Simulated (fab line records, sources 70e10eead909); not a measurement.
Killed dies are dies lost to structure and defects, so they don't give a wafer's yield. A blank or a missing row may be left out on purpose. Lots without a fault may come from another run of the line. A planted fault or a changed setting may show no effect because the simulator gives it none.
Chamber matching | flow nand_harc | NHARC_A_STAIRCASE_ETCH_253 on rie_diel-07: 4 sister chambers
The step etches the open film in C4F8/O2, target depth 50 nm, time 20.2 s. 4 wafers are shown with their chamber, then 7 later ones without.

WAFERS WITH THEIR CHAMBER
wafer  | chamber | rf_vpp_V (V)
L081.2 | 2       | 903
L089.2 | 1       | 894
L090.1 | 3       | 894
L090.2 | 0       | 892

WAFERS WITHOUT THEIR CHAMBER
wafer  | rf_vpp_V (V)
L090.3 | 894
L091.3 | 901
L091.5 | 893
L091.6 | 893
L095.1 | 893
L095.2 | 902
L095.6 | 892

WHICH CHAMBER EACH WENT THROUGH
wafer  | from the rows above          | in truth
L090.3 | can't be placed: 1 or 3 or 0 | 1
L091.3 | 2                            | 2
L091.5 | can't be placed: 0 or 1 or 3 | 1
L091.6 | can't be placed: 0 or 1 or 3 | 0
L095.1 | can't be placed: 0 or 1 or 3 | 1
L095.2 | 2                            | 2
L095.6 | can't be placed: 0 or 1 or 3 | 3
Placed correctly: 2 of 7. Can't be placed from these rows: 5 (the true chamber is among the candidates in 5). Placed wrongly: 0.
How it was worked out, from the rows above alone: a wafer's distance from a chamber is the root of the sum, over the readings, of the square of ((its reading less the chamber's mean) divided by the reading's scatter). The wafer belongs to the nearest chamber; if the next one is less than 2 further off, it can't be placed. A chamber's mean is the mean of its shown wafers. The scatter: with one shown wafer a chamber, the root of the mean of the squares of how far each hidden wafer lies from its nearest shown one.
